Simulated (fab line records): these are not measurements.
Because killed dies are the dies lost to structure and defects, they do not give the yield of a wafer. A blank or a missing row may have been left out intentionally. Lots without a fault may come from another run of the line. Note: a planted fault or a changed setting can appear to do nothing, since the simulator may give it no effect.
fab line records	flow n5_finfet
record lots=24	wafers=72	last_day=17
route steps=1938 shown BEOL_M5@1186 BEOL_M6@1196
lots with no fault: from the same line, run without faults
start_h: hours from the record's first day to the start of the lot's first wafer shown	wait_h: time in hours since the lot's previous step	" as in the row above	L1.1+2: several wafers, shown together as one row	- value missing, or start not given	* or withheld: withheld	< > ~ a bound
route shown NAME@n: names a module that has steps shown in the file, with the first one's number in the route	usual: the fault-free wafers' mean and standard deviation	same: alike in all rows	chamber/n: place in a boat	sites: the reading at each site	_std_site: standard deviation across them	_edge_site: the outer-site mean with the inner-site mean subtracted	radius_mm: for every site, how far away it sits from the centre of the wafer	mask NAME#n: copy n	behind: the most recent tool/chamber to have shaped the wafer	hold: reason for holding the lot/hours on hold/outcome of the hold	device: the n, p or np transistor that did not switch	end of line: tests run on the same wafers once the route is complete	for a step that has no rows: nothing shown but its recipe	killed: the dies lost at the first sort to structure and to defects; this is not the yield of the wafer	map: the dies of a wafer, with x for killed, . for not killed, _ for no die there
set.NAME: setting as actually run; set.NAME@STEP: the setting as run at that earlier step	model.NAME: the simulator's own value behind a step, which no gauge read
the route's steps for a sample of lots (tables are steps, rows are wafers)
services: a tool's chamber out of use, with start hour (start_h, from the record's first day; less than 0 if before it), hours out, and reason
## steps
# step N5_BEOL_M5_CMP_52
# recipe stop_on=SiCOH_lowk	t_overpolish_s=6.9	down_force_psi=1	platen_rpm=50	clearing_platen_down_force_psi=1.5	clearing_platen_rpm=50	post_cmp_clean=cu_alkaline	target_thk_nm=62	clearing_platen_pad_velocity_m_s=0.99484	pad_velocity_m_s=0.99484
# usual barrier_field_endpoint_s=24.5/0.62	edge_zone_pressure_frac=1.000/0.0048	motor_current_A=6.0/0.38	overpolish_run_s=6.900/0.0091	time_to_endpoint_s=61/3.9
lot.wafer	tool	chamber	start_h	wait_h	barrier_field_endpoint_s	edge_zone_pressure_frac	motor_current_A	overpolish_run_s	time_to_endpoint_s
L075.2	cmp-04	1	180.59	0.2	23.1	1.002	6.3	6.907	52
L075.6	"	0	"	"	24.4	0.996	6.1	6.903	61
L075.5	"	1	"	"	24.0	1.006	6.2	6.895	55
L074.4	cmp-04	1	181.01	0.2	23.9	0.998	6.3	6.905	56
L074.2	"	2	"	"	24.2	1.014	6.5	6.888	59
L074.6	"	1	"	"	23.7	1.000	6.3	6.908	57
L076.4	cmp-04	2	194.03	0.2	24.2	1.003	6.6	6.895	56
L076.3	"	0	"	"	25.1	1.002	5.8	6.894	66
L076.5	"	2	"	"	24.6	1.013	6.3	6.901	56
L077.1	cmp-02	1	198.62	0.3	23.3	1.002	5.9	6.889	54
L077.2	"	0	"	"	23.9	0.994	5.3	6.875	58
L077.5	"	1	"	"	22.9	1.007	5.9	6.897	56
L078.4	cmp-04	1	202.64	0.2	24.2	0.993	5.8	6.894	57
L078.1	"	3	"	"	24.8	1.001	6.2	6.895	65
L078.6	"	1	"	"	23.5	0.995	6.3	6.915	52
L080.2	cmp-04	1	207.18	0.2	23.8	1.004	6.1	6.897	56
L080.4	"	0	"	"	25.4	0.999	6.4	6.896	59
L080.5	"	1	"	"	24.7	1.000	6.6	6.881	55
L079.2	cmp-03	1	207.80	0.3	24.4	1.000	5.8	6.903	58
L079.4	"	2	"	"	25.3	1.008	5.7	6.871	63
L079.6	"	3	"	"	25.0	0.999	6.0	6.908	62
L081.4	cmp-04	1	224.59	0.6	24.0	1.007	5.8	6.903	57
L081.6	"	3	"	"	24.9	0.999	6.3	6.896	66
L081.5	"	0	"	"	24.4	0.999	6.2	6.891	63
L082.3	cmp-04	2	233.46	0.3	23.8	0.994	6.5	6.896	59
L082.5	"	0	"	"	25.1	0.991	6.0	6.919	65
L082.6	"	1	"	"	24.4	1.000	6.0	6.907	60
L083.4	cmp-02	1	233.83	0.2	24.2	1.004	5.5	6.906	59
L083.3	"	2	"	"	24.9	0.997	6.4	6.913	65
L083.6	"	0	"	"	23.9	1.001	5.3	6.912	59
L085.2	cmp-02	2	241.93	0.3	25.3	0.999	6.4	6.906	68
L085.3	"	0	"	"	25.0	1.005	5.1	6.897	61
L085.6	"	2	"	"	25.0	0.997	6.4	6.908	66
L084.1	cmp-04	1	253.39	0.5	24.4	0.997	6.2	6.898	58
L084.3	"	2	"	"	24.5	1.005	6.4	6.908	60
L084.4	"	3	"	"	25.8	0.997	6.4	6.884	69
L086.3	cmp-02	2	253.44	0.2	24.7	0.996	6.1	6.912	65
L086.2	"	3	"	"	24.8	0.994	5.8	6.900	61
L086.6	"	1	"	"	23.5	0.997	5.8	6.906	56
L087.2	cmp-02	3	259.09	0.4	24.4	1.005	5.6	6.894	60
L087.4	"	1	"	"	24.2	1.003	5.7	6.911	56
L087.6	"	3	"	"	24.0	1.002	5.8	6.907	62
L089.1	cmp-02	2	279.78	0.3	25.1	0.992	6.2	6.913	67
L089.4	"	0	"	"	24.3	1.002	5.0	6.911	63
L089.6	"	3	"	"	24.5	1.004	5.6	6.907	64
L088.4	cmp-02	1	280.04	0.2	24.8	1.003	5.6	6.904	57
L088.2	"	2	"	"	24.5	0.999	6.4	6.891	65
L088.6	"	1	"	"	24.6	1.002	5.8	6.909	57
L090.4	cmp-04	2	289.59	0.2	24.0	1.005	6.2	6.915	58
L090.2	"	3	"	"	25.1	1.004	6.2	6.896	67
L090.6	"	2	"	"	24.1	1.007	6.3	6.908	58
L091.3	cmp-04	2	290.01	0.2	23.6	0.999	6.0	6.894	55
L091.4	"	3	"	"	24.6	1.000	5.9	6.905	66
L091.6	"	1	"	"	24.1	1.008	6.3	6.917	59
L093.4	cmp-03	3	294.70	0.1	25.2	1.002	6.3	6.894	65
L093.6	"	3	"	"	25.0	0.992	6.1	6.902	65
L093.5	"	0	"	"	24.9	1.002	6.0	6.904	58
L094.1	cmp-03	2	304.25	0.3	24.3	0.998	5.7	6.917	62
L094.4	"	3	"	"	25.4	0.994	6.3	6.902	63
L094.6	"	0	"	"	24.3	1.002	5.6	6.900	60
L092.1	cmp-03	2	304.54	0.3	24.7	0.998	6.0	6.901	60
L092.3	"	3	"	"	24.7	1.002	6.1	6.912	60
L092.4	"	0	"	"	24.7	1.004	5.8	6.910	57
L095.2	cmp-02	0	311.74	0.3	23.9	0.993	4.9	6.892	62
L095.6	"	2	"	"	24.9	0.998	6.2	6.900	66
L095.5	"	3	"	"	25.1	1.000	5.8	6.887	65
L096.2	cmp-03	3	315.44	0.2	25.0	1.000	6.3	6.901	66
L096.4	"	1	"	"	24.8	0.998	5.6	6.902	63
L096.5	"	2	"	"	24.5	0.995	5.9	6.906	66
L097.2	cmp-04	0	320.25	0.3	24.5	1.003	6.1	6.900	64
L097.5	"	1	"	"	24.0	0.995	6.2	6.914	57
L097.6	"	2	"	"	23.6	0.995	6.4	6.896	58
# step N5_BEOL_M5_PRE_CLEAN_77
# recipe gas=NH3/H2	time_s=15	temp_c=*	rf_power_w=300
# usual heater_power_w=79/19
lot.wafer	tool	chamber	start_h	wait_h	heater_power_w
L075.2	cvd_co-01	2	180.88	0.0	47
L075.5	"	0	"	"	76
L075.6	"	1	"	"	71
L074.2	cvd_co-01	1	181.34	0.0	72
L074.4	"	0	"	"	77
L074.6	"	1	"	"	72
L076.3	cvd_co-01	2	194.32	0.0	47
L076.4	"	0	"	"	77
L076.5	"	1	"	"	69
L077.1	cvd_co-01	2	198.95	0.0	46
L077.2	"	0	"	"	76
L077.5	"	2	"	"	47
L078.1	cvd_co-02	2	202.94	0.0	106
L078.4	"	1	"	"	87
L078.6	"	0	"	"	91
L080.2	cvd_co-02	0	207.51	0.0	92
L080.4	"	1	"	"	90
L080.5	"	2	"	"	106
L079.2	cvd_co-02	2	208.06	0.0	105
L079.4	"	1	"	"	85
L079.6	"	2	"	"	105
L081.4	cvd_co-02	2	224.96	0.1	108
L081.5	"	0	"	"	91
L081.6	"	1	"	"	89
L082.3	cvd_co-01	0	233.71	0.0	77
L082.5	"	2	"	"	46
L082.6	"	0	"	"	77
L083.3	cvd_co-02	0	234.12	0.0	91
L083.4	"	2	"	"	105
L083.6	"	1	"	"	88
L085.2	cvd_co-01	1	242.22	0.0	72
L085.3	"	2	"	"	47
L085.6	"	1	"	"	71
L084.1	cvd_co-02	0	253.68	0.0	90
L084.3	"	2	"	"	106
L084.4	"	0	"	"	91
L086.2	cvd_co-01	1	253.69	0.0	69
L086.3	"	0	"	"	78
L086.6	"	1	"	"	73
L087.2	cvd_co-01	1	259.42	0.0	70
L087.4	"	1	"	"	71
L087.6	"	0	"	"	80
L089.1	cvd_co-01	2	280.11	0.0	46
L089.4	"	2	"	"	47
L089.6	"	1	"	"	73
L088.2	cvd_co-02	2	280.34	0.0	105
L088.4	"	2	"	"	107
L088.6	"	0	"	"	91
L090.2	cvd_co-02	0	289.88	0.0	92
L090.4	"	0	"	"	90
L090.6	"	2	"	"	108
L091.3	cvd_co-02	2	290.27	0.0	106
L091.4	"	0	"	"	92
L091.6	"	2	"	"	104
L093.4	cvd_co-01	1	295.05	0.1	72
L093.5	"	2	"	"	47
L093.6	"	0	"	"	77
L094.1	cvd_co-01	2	304.50	0.0	47
L094.4	"	1	"	"	71
L094.6	"	2	"	"	46
L092.1	cvd_co-02	2	304.94	0.1	106
L092.3	"	1	"	"	88
L092.4	"	0	"	"	91
L095.2	cvd_co-02	0	311.99	0.0	93
L095.5	"	1	"	"	88
L095.6	"	0	"	"	94
L096.2	cvd_co-01	2	315.73	0.0	46
L096.4	"	2	"	"	45
L096.5	"	1	"	"	72
L097.2	cvd_co-01	2	320.48	0.0	47
L097.5	"	0	"	"	77
L097.6	"	2	"	"	46
# step N5_BEOL_M6_THK_MEAS_01
# recipe reads=SiCOH_lowk_of_BEOL_M6_ILD_DEP_00
# usual M6_ILD_THK=154.8/2.1
lot.wafer	tool	chamber	start_h	wait_h	M6_ILD_THK[nm]
L075.2	film_metro-02	-	181.74	0.4	154.4
L075.5	"	-	"	"	155.2
L075.6	"	-	"	"	157.4
L074.2	film_metro-02	-	182.28	0.4	152.9
L074.4	"	-	"	"	153.0
L074.6	"	-	"	"	154.4
L076.3	film_metro-02	-	196.02	0.5	152.1
L076.4	"	-	"	"	156.0
L076.5	"	-	"	"	154.4
L077.1	film_metro-01	-	200.33	0.4	156.3
L077.2	"	-	"	"	153.7
L077.5	"	-	"	"	155.6
L078.1	film_metro-01	-	203.80	0.4	153.8
L078.4	"	-	"	"	154.3
L078.6	"	-	"	"	156.9
L080.2	film_metro-01	-	208.39	0.4	152.7
L080.4	"	-	"	"	157.5
L080.5	"	-	"	"	156.8
L079.2	film_metro-02	-	209.42	0.7	154.3
L079.4	"	-	"	"	157.5
L079.6	"	-	"	"	156.9
L081.4	film_metro-01	-	225.83	0.2	158.0
L081.5	"	-	"	"	159.0
L081.6	"	-	"	"	159.5
L083.3	film_metro-01	-	234.98	0.3	155.5
L083.4	"	-	"	"	155.2
L083.6	"	-	"	"	158.3
L082.3	film_metro-01	-	235.08	0.5	158.1
L082.5	"	-	"	"	158.5
L082.6	"	-	"	"	159.0
L085.2	film_metro-02	-	243.08	0.4	152.1
L085.3	"	-	"	"	151.7
L085.6	"	-	"	"	155.4
L084.1	film_metro-01	-	254.55	0.4	152.2
L084.3	"	-	"	"	153.3
L084.4	"	-	"	"	152.9
L086.2	film_metro-02	-	254.70	0.4	151.9
L086.3	"	-	"	"	155.3
L086.6	"	-	"	"	155.3
L087.2	film_metro-02	-	260.38	0.4	152.4
L087.4	"	-	"	"	156.6
L087.6	"	-	"	"	157.7
L089.1	film_metro-02	-	281.32	0.4	154.7
L089.4	"	-	"	"	156.6
L089.6	"	-	"	"	154.7
L088.2	film_metro-02	-	282.02	0.7	155.9
L088.4	"	-	"	"	158.6
L088.6	"	-	"	"	157.7
L090.2	film_metro-01	-	290.75	0.4	151.6
L090.4	"	-	"	"	154.8
L090.6	"	-	"	"	153.9
L091.3	film_metro-01	-	291.14	0.3	155.4
L091.4	"	-	"	"	154.8
L091.6	"	-	"	"	154.4
L093.4	film_metro-02	-	295.89	0.2	155.9
L093.5	"	-	"	"	157.1
L093.6	"	-	"	"	156.6
L092.1	film_metro-01	-	305.80	0.4	155.0
L092.3	"	-	"	"	153.4
L092.4	"	-	"	"	155.8
L094.1	film_metro-02	-	306.04	0.8	155.1
L094.4	"	-	"	"	157.6
L094.6	"	-	"	"	155.4
L095.2	film_metro-02	-	312.89	0.4	153.7
L095.5	"	-	"	"	153.7
L095.6	"	-	"	"	154.8
L096.2	film_metro-02	-	316.60	0.4	152.5
L096.4	"	-	"	"	153.8
L096.5	"	-	"	"	155.5
L097.2	film_metro-02	-	321.51	0.4	149.6
L097.5	"	-	"	"	152.8
L097.6	"	-	"	"	152.9
# step N5_BEOL_M6_OVL_MEAS_12
# recipe points_per_wafer=44
# usual M6_OVL=-0.3/0.82
lot.wafer	tool	chamber	start_h	wait_h	M6_OVL[nm]
L075.2	overlay-01	0	184.45	0.0	0.2
L075.5	"	0	"	"	1.3
L075.6	"	0	"	"	0.4
L074.2	overlay-01	0	184.62	0.0	-0.1
L074.4	"	0	"	"	-0.5
L074.6	"	0	"	"	1.2
L076.3	overlay-01	0	199.31	0.0	0.0
L076.4	"	0	"	"	-1.5
L076.5	"	0	"	"	-0.7
L077.1	overlay-02	0	202.06	0.0	0.2
L077.2	"	0	"	"	-0.4
L077.5	"	0	"	"	-0.5
L078.1	overlay-01	0	207.72	0.0	0.5
L078.4	"	0	"	"	0.1
L078.6	"	0	"	"	-0.6
L080.2	overlay-02	0	211.14	0.0	-0.3
L080.4	"	0	"	"	0.0
L080.5	"	0	"	"	-0.1
L079.2	overlay-02	0	211.31	0.0	0.0
L079.4	"	0	"	"	-0.8
L079.6	"	0	"	"	-1.4
L081.4	overlay-02	0	227.25	0.0	-0.9
L081.5	"	0	"	"	-0.7
L081.6	"	0	"	"	-1.4
L083.3	overlay-01	0	236.74	0.0	0.3
L083.4	"	0	"	"	-0.3
L083.6	"	0	"	"	-1.2
L082.3	overlay-02	0	237.17	0.0	-0.1
L082.5	"	0	"	"	0.7
L082.6	"	0	"	"	-0.4
L085.2	overlay-02	0	244.97	0.0	0.3
L085.3	"	0	"	"	-0.3
L085.6	"	0	"	"	1.4
L084.1	overlay-01	0	255.27	0.0	0.5
L084.3	"	0	"	"	-0.5
L084.4	"	0	"	"	1.2
L086.2	overlay-01	0	255.61	0.0	0.2
L086.3	"	0	"	"	1.1
L086.6	"	0	"	"	0.5
L087.2	overlay-02	0	261.63	0.0	0.1
L087.4	"	0	"	"	0.2
L087.6	"	0	"	"	0.4
L089.1	overlay-02	0	282.43	0.0	-1.6
L089.4	"	0	"	"	-1.4
L089.6	"	0	"	"	-0.8
L088.2	overlay-02	0	282.65	0.0	-1.1
L088.4	"	0	"	"	-0.7
L088.6	"	0	"	"	-0.8
L090.2	overlay-01	0	293.57	0.0	-0.8
L090.4	"	0	"	"	-2.6
L090.6	"	0	"	"	-0.2
L091.3	overlay-01	0	293.74	0.0	-0.1
L091.4	"	0	"	"	0.8
L091.6	"	0	"	"	0.6
L093.4	overlay-01	0	298.12	0.0	-0.8
L093.5	"	0	"	"	-1.4
L093.6	"	0	"	"	-0.7
L092.1	overlay-01	0	307.73	0.0	-0.7
L092.3	"	0	"	"	-1.7
L092.4	"	0	"	"	-0.1
L094.1	overlay-01	0	307.95	0.0	0.6
L094.4	"	0	"	"	-0.9
L094.6	"	0	"	"	-0.5
L095.2	overlay-01	0	314.63	0.0	-0.9
L095.5	"	0	"	"	-2.0
L095.6	"	0	"	"	-0.6
L096.2	overlay-02	0	318.31	0.0	0.0
L096.4	"	0	"	"	0.0
L096.5	"	0	"	"	-0.5
L097.2	overlay-01	0	322.60	0.0	-0.5
L097.5	"	0	"	"	-0.6
L097.6	"	0	"	"	-0.2
# step N5_BEOL_M6_CD_MEAS_28
# recipe target_cd_nm=40	landing_energy_ev=500	detector=se_inlens
# usual cd_nm=40.19/0.23
lot.wafer	tool	chamber	start_h	wait_h	cd_nm
L075.2	cd_sem-01	0	186.70	-	40.18
L075.5	"	0	"	"	39.99
L075.6	"	0	"	"	39.86
L074.2	cd_sem-02	0	186.75	-	40.05
L074.4	"	0	"	"	40.16
L074.6	"	0	"	"	40.58
L076.3	cd_sem-01	0	200.49	-	40.22
L076.4	"	0	"	"	40.24
L076.5	"	0	"	"	40.10
L077.1	cd_sem-01	0	206.54	-	40.53
L077.2	"	0	"	"	40.14
L077.5	"	0	"	"	40.33
L078.1	cd_sem-01	0	209.88	-	40.24
L078.4	"	0	"	"	40.30
L078.6	"	0	"	"	40.53
L080.2	cd_sem-02	0	212.09	-	40.24
L080.4	"	0	"	"	39.98
L080.5	"	0	"	"	40.34
L079.2	cd_sem-03	0	212.14	-	40.20
L079.4	"	0	"	"	40.25
L079.6	"	0	"	"	39.93
L081.4	cd_sem-03	0	232.52	-	40.01
L081.5	"	0	"	"	40.06
L081.6	"	0	"	"	40.29
L083.3	cd_sem-01	0	237.66	-	40.80
L083.4	"	0	"	"	39.97
L083.6	"	0	"	"	40.41
L082.3	cd_sem-01	0	238.11	-	40.24
L082.5	"	0	"	"	40.11
L082.6	"	0	"	"	39.79
L085.2	cd_sem-02	0	246.96	-	40.52
L085.3	"	0	"	"	40.43
L085.6	"	0	"	"	40.24
L084.1	cd_sem-02	0	257.34	-	40.00
L084.3	"	0	"	"	40.31
L084.4	"	0	"	"	40.08
L086.2	cd_sem-01	0	257.42	-	40.27
L086.3	"	0	"	"	40.25
L086.6	"	0	"	"	40.16
L087.2	cd_sem-01	0	263.27	-	40.03
L087.4	"	0	"	"	39.97
L087.6	"	0	"	"	39.91
L088.2	cd_sem-01	0	284.03	-	40.00
L088.4	"	0	"	"	39.88
L088.6	"	0	"	"	40.22
L089.1	cd_sem-02	0	284.08	-	40.11
L089.4	"	0	"	"	39.62
L089.6	"	0	"	"	40.31
L090.2	cd_sem-01	0	294.56	-	39.85
L090.4	"	0	"	"	40.29
L090.6	"	0	"	"	39.92
L091.3	cd_sem-01	0	297.51	-	40.19
L091.4	"	0	"	"	40.28
L091.6	"	0	"	"	39.93
L093.4	cd_sem-01	0	303.11	-	39.98
L093.5	"	0	"	"	39.89
L093.6	"	0	"	"	40.08
L094.1	cd_sem-02	0	309.77	-	39.95
L094.4	"	0	"	"	40.46
L094.6	"	0	"	"	40.22
L092.1	cd_sem-01	0	309.94	-	40.24
L092.3	"	0	"	"	40.43
L092.4	"	0	"	"	39.99
L095.2	cd_sem-02	0	317.02	-	40.29
L095.5	"	0	"	"	40.21
L095.6	"	0	"	"	40.54
L096.2	cd_sem-03	0	319.30	-	40.68
L096.4	"	0	"	"	40.15
L096.5	"	0	"	"	40.41
L097.2	cd_sem-03	0	323.55	-	40.47
L097.5	"	0	"	"	40.19
L097.6	"	0	"	"	40.71
# step N5_BEOL_M6_ETCH_72
# recipe chemistry=N2/H2	target=underlayer	target_depth_a=65	mask_material=CAR-EUV	time_s=5.2	ion_energy_ev=200	pressure_mtorr=30	source_w=840	bias_w=150	n2_flow_sccm=200	h2_flow_sccm=200	ends=cleared
# usual drypump_motor_current_A=6.1/0.39	etch_rf_on_time_s=5.23/0.14	oes_product_au=0.68/0.075	rf_vpp_V=524.5/2.6	showerhead_plenum_p_Torr=2.57/0.075	throttle_valve_pct=17.88/0.27
lot.wafer	tool	chamber	start_h	wait_h	drypump_motor_current_A	etch_rf_on_time_s	oes_product_au	rf_hours_counter_h	rf_vpp_V	showerhead_plenum_p_Torr	throttle_valve_pct
L075.2	rie_diel-06	2	187.13	0.0	6.0	5.39	0.59	249	523.0	2.50	18.03
L075.5	"	3	"	"	5.5	5.07	0.64	-	521.1	2.55	18.15
L075.6	"	0	"	"	6.0	5.20	0.76	-	526.1	2.70	17.85
L074.2	rie_diel-04	1	187.16	0.0	6.6	5.39	0.61	202	523.4	2.65	18.01
L074.4	"	2	"	"	5.5	5.17	0.70	60	521.5	2.48	17.74
L074.6	"	0	"	"	6.0	5.51	0.60	-	521.1	2.42	17.78
L076.3	rie_diel-06	3	200.65	0.0	5.6	5.03	0.64	195	524.0	2.55	18.17
L076.4	"	1	"	"	6.6	5.23	0.80	-	526.2	2.60	17.47
L076.5	"	0	"	"	6.1	5.15	0.74	-	529.2	2.69	17.85
L077.1	rie_diel-04	1	206.69	0.0	6.6	5.43	0.60	209	524.3	2.64	18.05
L077.2	"	3	"	"	6.3	5.20	0.61	231	527.7	2.62	17.75
L077.5	"	3	"	"	6.3	5.22	0.60	-	526.1	2.62	17.74
L078.1	rie_diel-06	0	210.60	0.0	6.0	5.23	0.74	41	530.2	2.69	17.86
L078.4	"	3	"	"	5.6	5.19	0.63	199	522.5	2.54	18.19
L078.6	"	1	"	"	6.6	5.23	0.79	-	523.9	2.60	17.47
L080.2	rie_diel-06	0	212.25	0.0	6.0	5.18	0.74	42	528.3	2.69	17.86
L080.4	"	2	"	"	5.9	5.34	0.83	2	520.2	2.50	17.64
L080.5	"	3	"	"	5.5	5.11	0.63	-	522.2	2.54	18.20
L079.2	rie_diel-04	0	212.30	0.0	6.0	5.46	0.59	203	519.9	2.42	17.79
L079.4	"	1	"	"	6.6	5.43	0.61	211	525.0	2.64	18.05
L079.6	"	2	"	"	5.5	5.05	0.71	-	523.0	2.47	17.78
L081.4	rie_diel-06	0	232.68	0.0	6.0	5.10	0.74	47	530.5	2.69	17.86
L081.5	"	1	"	"	6.6	5.25	0.78	-	527.3	2.59	17.49
L081.6	"	0	"	"	6.0	5.15	0.72	-	528.2	2.69	17.87
L083.3	rie_diel-04	0	237.82	0.0	6.0	5.40	0.59	211	520.2	2.41	17.80
L083.4	"	2	"	"	5.5	5.04	0.69	78	522.5	2.47	17.77
L083.6	"	0	"	"	6.0	5.45	0.59	-	521.3	2.41	17.79
L082.3	rie_diel-03	2	238.45	0.0	5.8	5.18	0.76	32	525.2	2.59	17.94
L082.5	"	0	"	"	6.5	5.27	0.72	-	524.1	2.61	18.27
L082.6	"	3	"	"	5.9	5.15	0.61	-	523.1	2.54	18.32
L085.2	rie_diel-03	0	247.11	0.0	6.5	5.28	0.72	56	527.4	2.61	18.30
L085.3	"	1	"	"	5.5	5.44	0.58	210	529.2	2.61	17.80
L085.6	"	3	"	"	5.8	5.07	0.62	-	523.4	2.54	18.34
L084.1	rie_diel-03	0	257.99	0.0	6.5	5.41	0.70	60	524.1	2.60	18.31
L084.3	"	3	"	"	5.9	5.17	0.60	218	521.1	2.54	18.35
L084.4	"	1	"	"	5.5	5.57	0.57	214	527.1	2.61	17.78
L086.2	rie_diel-04	1	258.01	0.0	6.6	5.45	0.58	227	525.8	2.64	18.07
L086.3	"	2	"	"	5.5	5.15	0.68	84	520.1	2.47	17.78
L086.6	"	2	"	"	5.6	5.14	0.69	-	521.8	2.47	17.80
L087.2	rie_diel-03	0	263.45	0.0	6.5	5.36	0.71	62	524.9	2.60	18.31
L087.4	"	3	"	"	5.9	5.14	0.60	220	522.4	2.53	18.36
L087.6	"	1	"	"	5.5	5.52	0.57	-	524.1	2.61	17.78
L088.2	rie_diel-04	1	284.19	0.0	6.7	5.46	0.58	238	525.4	2.63	18.10
L088.4	"	2	"	"	5.5	5.13	0.67	95	520.4	2.46	17.80
L088.6	"	3	"	"	6.3	5.14	0.87	-	524.6	2.61	17.29
L089.1	rie_diel-06	3	284.54	0.0	5.5	5.08	0.62	224	523.7	2.53	18.20
L089.4	"	0	"	"	6.1	5.25	0.70	65	528.6	2.68	17.88
L089.6	"	1	"	"	6.6	5.33	0.74	-	525.7	2.59	17.52
L090.2	rie_diel-06	1	294.72	0.0	6.6	5.18	0.75	48	527.3	2.58	17.52
L090.4	"	3	"	"	5.5	4.93	0.62	228	523.0	2.53	18.23
L090.6	"	0	"	"	6.0	5.23	0.69	-	527.7	2.68	17.90
L091.3	rie_diel-06	3	297.72	0.0	5.5	5.04	0.62	228	523.6	2.53	18.19
L091.4	"	1	"	"	6.6	5.27	0.74	49	523.1	2.58	17.52
L091.6	"	1	"	"	6.5	5.23	0.76	-	525.8	2.58	17.52
L093.4	rie_diel-06	1	303.27	0.0	6.6	5.19	0.76	49	523.6	2.58	17.52
L093.5	"	2	"	"	6.0	5.26	0.75	-	522.5	2.48	17.71
L093.6	"	1	"	"	6.6	5.22	0.74	-	525.2	2.58	17.52
L094.1	rie_diel-06	3	309.94	0.0	5.6	4.99	0.62	232	522.9	2.53	18.23
L094.4	"	0	"	"	6.1	5.08	0.71	72	530.1	2.68	17.91
L094.6	"	1	"	"	6.6	5.20	0.75	-	525.5	2.58	17.53
L092.1	rie_diel-06	2	310.70	0.0	6.0	5.22	0.75	36	522.1	2.48	17.69
L092.3	"	1	"	"	6.6	5.19	0.75	52	523.2	2.58	17.53
L092.4	"	0	"	"	6.1	5.10	0.70	73	530.0	2.68	17.91
L095.2	rie_diel-06	1	317.18	0.0	6.6	5.30	0.73	54	524.1	2.58	17.52
L095.5	"	3	"	"	5.5	5.00	0.61	-	523.8	2.53	18.25
L095.6	"	0	"	"	6.0	5.07	0.72	-	526.6	2.68	17.91
L096.2	rie_diel-03	0	319.54	0.0	6.5	5.33	0.70	80	525.7	2.59	18.36
L096.4	"	3	"	"	5.9	5.23	0.59	236	524.0	2.53	18.36
L096.5	"	0	"	"	6.5	5.37	0.68	-	524.7	2.60	18.33
L097.2	rie_diel-06	0	323.89	0.0	6.0	5.09	0.69	78	527.6	2.67	17.88
L097.5	"	3	"	"	5.5	5.05	0.61	-	525.5	2.53	18.25
L097.6	"	0	"	"	6.1	5.15	0.71	-	526.6	2.68	17.93
## services
tool	chamber	start_h	hours	kind
cmp-03	-	168.10	0.7	repair
cmp-02	-	185.15	4.2	pm
rie_diel-06	2	190.81	-	clean
rie_diel-06	2	190.81	-	consumable_replace:focus_ring
rie_diel-03	1	203.54	3.0	repair
cmp-02	-	207.54	0.9	repair
cvd_co-02	-	209.48	1.7	repair
cvd_co-01	2	213.79	12.7	repair
cvd_co-02	0	215.00	7.3	repair
cmp-02	-	224.50	9.2	repair
rie_diel-06	-	225.12	1.1	repair
cmp-03	-	227.22	4.0	pm
cvd_co-01	-	234.55	6.9	pm
cmp-04	-	238.70	5.5	pm
cmp-04	-	262.32	11.4	pm
cvd_co-02	1	266.42	5.5	repair
cvd_co-01	-	271.69	0.7	repair
rie_diel-04	-	273.17	0.6	repair
cmp-04	-	279.06	4.0	pm
cvd_co-02	-	293.14	0.9	repair
rie_diel-04	1	300.68	13.4	repair
cmp-02	-	301.07	2.4	repair
rie_diel-04	0	318.84	5.6	repair
cmp-02	-	321.04	6.1	pm
## key
fault none
